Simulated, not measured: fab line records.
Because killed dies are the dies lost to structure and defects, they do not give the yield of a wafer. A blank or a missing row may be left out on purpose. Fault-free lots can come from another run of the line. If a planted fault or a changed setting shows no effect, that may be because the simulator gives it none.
Chamber matching || flow n5_finfet || 4 sister chambers for N5_BEOL_M9_CMP_52 on cmp-03
The step polishes, stops on SiCOH lowk, t overpolish 7 s, target thk 140 nm. 8 wafers are shown with their chamber, then 10 later ones without.

== WAFERS, EACH WITH ITS CHAMBER ==
{"wafer": "L080.5", "chamber": 0, "motor_current_A (A)": 4.9, "slurry_filter_dp_kPa (kPa)": 13.74}
{"wafer": "L085.2", "chamber": 0, "motor_current_A (A)": 5.1, "slurry_filter_dp_kPa (kPa)": 13.42}
{"wafer": "L085.3", "chamber": 2, "motor_current_A (A)": 7.1, "slurry_filter_dp_kPa (kPa)": 13.35}
{"wafer": "L088.1", "chamber": 3, "motor_current_A (A)": 5.7, "slurry_filter_dp_kPa (kPa)": 13.67}
{"wafer": "L088.2", "chamber": 1, "motor_current_A (A)": 5.5, "slurry_filter_dp_kPa (kPa)": 13.59}
{"wafer": "L088.4", "chamber": 2, "motor_current_A (A)": 7.7, "slurry_filter_dp_kPa (kPa)": 13.25}
{"wafer": "L087.1", "chamber": 3, "motor_current_A (A)": 6.0, "slurry_filter_dp_kPa (kPa)": 13.44}
{"wafer": "L087.4", "chamber": 1, "motor_current_A (A)": 5.7, "slurry_filter_dp_kPa (kPa)": 13.38}

== WAFERS WITH NO CHAMBER GIVEN ==
{"wafer": "L087.6", "motor_current_A (A)": 4.6, "slurry_filter_dp_kPa (kPa)": 13.63}
{"wafer": "L090.2", "motor_current_A (A)": 6.0, "slurry_filter_dp_kPa (kPa)": 13.76}
{"wafer": "L090.3", "motor_current_A (A)": 6.9, "slurry_filter_dp_kPa (kPa)": 13.43}
{"wafer": "L090.6", "motor_current_A (A)": 6.9, "slurry_filter_dp_kPa (kPa)": 13.25}
{"wafer": "L093.3", "motor_current_A (A)": 7.0, "slurry_filter_dp_kPa (kPa)": 13.56}
{"wafer": "L093.4", "motor_current_A (A)": 5.8, "slurry_filter_dp_kPa (kPa)": 13.43}
{"wafer": "L093.5", "motor_current_A (A)": 4.9, "slurry_filter_dp_kPa (kPa)": 13.53}
{"wafer": "L091.1", "motor_current_A (A)": 6.2, "slurry_filter_dp_kPa (kPa)": 13.45}
{"wafer": "L091.3", "motor_current_A (A)": 7.3, "slurry_filter_dp_kPa (kPa)": 13.38}
{"wafer": "L091.6", "motor_current_A (A)": 7.1, "slurry_filter_dp_kPa (kPa)": 13.40}

== WHICH CHAMBER EACH WENT THROUGH ==
{"wafer": "L087.6", "from the rows above": 0, "in truth": 0}
{"wafer": "L090.2", "from the rows above": "can't be placed: 3 or 1", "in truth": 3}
{"wafer": "L090.3", "from the rows above": 2, "in truth": 2}
{"wafer": "L090.6", "from the rows above": 2, "in truth": 2}
{"wafer": "L093.3", "from the rows above": 2, "in truth": 2}
{"wafer": "L093.4", "from the rows above": "can't be placed: 3 or 1", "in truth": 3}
{"wafer": "L093.5", "from the rows above": 0, "in truth": 0}
{"wafer": "L091.1", "from the rows above": "can't be placed: 3 or 1", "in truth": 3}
{"wafer": "L091.3", "from the rows above": 2, "in truth": 2}
{"wafer": "L091.6", "from the rows above": 2, "in truth": 2}
Placed correctly: 7 of 10. These rows do not allow placing 3 (true chamber among the candidates in 3). Number placed wrongly: 0.
How it was worked out, from the rows above alone: a wafer's distance from a chamber is the root of the sum, over the readings, of the square of ((its reading less the chamber's mean) divided by the reading's scatter). If the next closest chamber is less than 2 further off than the closest, the wafer can't be placed; otherwise it belongs to the closest. For every chamber, the mean is computed from those of its wafers that are shown. The scatter is the square root of a quotient: the sum, over the shown wafers, of each reading's squared deviation from its chamber's mean, divided by wafers minus chambers.
